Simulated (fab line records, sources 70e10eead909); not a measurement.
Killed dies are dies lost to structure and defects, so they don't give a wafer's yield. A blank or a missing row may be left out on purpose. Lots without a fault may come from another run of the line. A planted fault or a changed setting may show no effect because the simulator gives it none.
Tool commonality check | flow nand_harc | 11 lots, 33 wafers sampled

WHY IT WAS OPENED
At NHARC_A_CONTACT_OVL_MEAS_43 the reading overlay_x_nm is flagged on 3 of 11 lots. Wafers without a fault read -0.2 nm, standard deviation 0.66.
Rule: a lot is flagged when every wafer of it that has a number lies more than 4 standard deviations from that mean, or none has a number. The other lots count as sound.

lot  | measured     | on         | overlay_x_nm (nm), wafer by wafer | flag
L401 | day 16 03:47 | overlay-01 | -0.7 -0.4 -0.9                    |
L404 | day 16 12:43 | overlay-01 | 0.7 0.9 0.9                       |
L403 | day 16 12:52 | overlay-02 | 5.6 6.1 6.4                       | FLAGGED
L405 | day 16 19:17 | overlay-02 | 4.5 5.3 4.6                       | FLAGGED
L407 | day 17 06:55 | overlay-02 | 0.5 -0.4 0.8                      |
L409 | day 18 04:40 | overlay-01 | 6.5 6.6 6.6                       | FLAGGED
L416 | day 19 18:53 | overlay-01 | 0.1 -0.9 -0.6                     |
L417 | day 20 02:00 | overlay-01 | -0.9 -0.8 -0.9                    |
L418 | day 20 10:41 | overlay-01 | -1.4 -1.1 -0.6                    |
L420 | day 20 19:04 | overlay-02 | 1.0 0.5 0.8                       |
L422 | day 21 16:22 | overlay-02 | -0.4 -0.4 -0.4                    |
The numbers of the flagged lots are 5.8 nm on average: +6.0 nm against the usual, or +9 standard deviations.

WHICH TOOL RAN EACH LOT
The record holds 1 process step before the reading, out of a route of 1159 steps. In each cell: the tool, then ch and the chambers that the sampled wafers went through, then the start.
lot  | flag    | NHARC_A_CONTACT_EXPOSE_39
L401 |         | arfi_scanner-03 ch 0, day 16 03:33
L404 |         | arfi_scanner-03 ch 0, day 16 12:30
L403 | FLAGGED | arfi_scanner-03 ch 0, day 16 12:38
L405 | FLAGGED | arfi_scanner-03 ch 0, day 16 19:04
L407 |         | arfi_scanner-02 ch 0, day 17 06:41
L409 | FLAGGED | arfi_scanner-03 ch 0, day 18 04:26
L416 |         | arfi_scanner-02 ch 0, day 19 18:39
L417 |         | arfi_scanner-02 ch 0, day 20 01:46
L418 |         | arfi_scanner-01 ch 0, day 20 10:28
L420 |         | arfi_scanner-01 ch 0, day 20 18:50
L422 |         | arfi_scanner-02 ch 0, day 21 16:08
What these steps do:
- NHARC_A_CONTACT_EXPOSE_39: exposes mask A CC 3.
- NHARC_A_CONTACT_OVL_MEAS_43

FLAGGED OVER TOTAL, TOOL BY TOOL (the gauges that took the reading come last)
step                        | tool            | lots run | flagged | share of the flagged lots | sound lots run after its first flagged lot
NHARC_A_CONTACT_EXPOSE_39   | arfi_scanner-01 | 2        | 0       | none                      | -
NHARC_A_CONTACT_EXPOSE_39   | arfi_scanner-02 | 4        | 0       | none                      | -
NHARC_A_CONTACT_EXPOSE_39   | arfi_scanner-03 | 5        | 3       | all                       | 0
NHARC_A_CONTACT_OVL_MEAS_43 | overlay-01      | 6        | 1       | some                      | 3 (L416,L417,L418)
NHARC_A_CONTACT_OVL_MEAS_43 | overlay-02      | 5        | 2       | some                      | 3 (L407,L420,L422)

WHAT THE TABLE ALLOWS
1 row of the table ran every flagged lot: arfi_scanner-03 at NHARC_A_CONTACT_EXPOSE_39.
- arfi_scanner-03 at NHARC_A_CONTACT_EXPOSE_39: 3 of its 5 lots flagged. Its last sound lot is L404 (day 16 12:30), its first flagged lot L403 (day 16 12:38): a fault that began between those two fits.
One tool is left: arfi_scanner-03 at NHARC_A_CONTACT_EXPOSE_39.

WHAT THE SIMULATOR HAD PUT IN
Scanner matching overlay: arfi_scanner-03, from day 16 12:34 on, at NHARC_A_CONTACT_EXPOSE_39. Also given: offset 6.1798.
Lots struck among those shown: L403, L405, L409. The rule above found the same.
